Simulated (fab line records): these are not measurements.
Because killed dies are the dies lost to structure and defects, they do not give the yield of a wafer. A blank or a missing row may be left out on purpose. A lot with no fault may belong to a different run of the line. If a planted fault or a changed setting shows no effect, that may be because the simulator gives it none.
Matching of chambers	flow n5Finfet	N5_GATE_CUT_STRIP_42 on rieDiel-06: 4 sister chambers
The step strips in O2. 18 wafers are shown with their chamber, then 9 later ones without.

## WAFERS PAIRED WITH THEIR CHAMBERS
wafer	chamber	throttleValvePct (%)	drypumpMotorCurrentA (A)	oesProductAu (a.u.)
L075.2	1	17.14	5.2	0.69
L075.4	3	16.61	6.0	0.78
L075.5	1	17.13	5.2	0.68
L080.1	3	16.63	6.0	0.77
L080.3	2	16.52	6.0	0.78
L080.6	1	17.14	5.1	0.67
L081.3	0	16.03	6.6	0.94
L081.5	0	16.04	6.6	0.94
L081.6	2	16.53	6.0	0.77
L082.3	2	16.54	6.0	0.76
L082.5	0	16.03	6.6	0.94
L082.6	2	16.53	5.9	0.76
L085.4	2	16.53	6.0	0.76
L085.5	3	16.66	6.0	0.76
L085.6	0	16.03	6.6	0.93
L087.4	2	16.54	6.0	0.76
L087.5	0	16.05	6.6	0.93
L087.6	3	16.66	6.0	0.76

SIGNATURES (means of the wafers above)
reading	chamber 0	chamber 1	chamber 2	chamber 3	scatter within a chamber
throttleValvePct	16.0360	17.1367	16.5317	16.6400	0.0133
drypumpMotorCurrentA	6.600	5.167	5.983	6.000	0.0327
oesProductAu	0.9360	0.6800	0.7650	0.7675	0.00822
Rule: for a wafer and a chamber, the distance is found by dividing, reading by reading, the gap between the wafer's reading and the chamber's mean by the reading's scatter, squaring, summing and taking the root. The wafer belongs to the nearest chamber; if the next one is less than 2 further off, it can't be placed. How the scatter is found: for the shown wafers, subtract from each reading the mean of its chamber, square and add these, divide the total by (wafers less chambers), then take the root.

## WAFERS MISSING THEIR CHAMBER
wafer	throttleValvePct (%)	drypumpMotorCurrentA (A)	oesProductAu (a.u.)
L088.2	16.70	5.2	0.95
L088.3	16.07	6.6	0.91
L088.4	16.55	5.9	0.75
L097.1	16.58	6.0	0.74
L097.2	16.72	5.2	0.90
L097.3	16.67	6.0	0.75
L097.4	16.09	6.6	0.89
L097.5	16.09	6.6	0.87
L097.6	16.69	6.0	0.74

## EACH ONE'S CHAMBER
wafer	from the rows above	in truth
L088.2	can't be placed: 3 or 2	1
L088.3	0	0
L088.4	2	2
L097.1	can't be placed: 2 or 3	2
L097.2	3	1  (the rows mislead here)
L097.3	3	3
L097.4	0	0
L097.5	0	0
L097.6	3	3
6 of 9 placed correctly. Cannot be placed on the basis of these rows: 2; the candidates contain the true chamber in 1. Placed wrongly: 1.
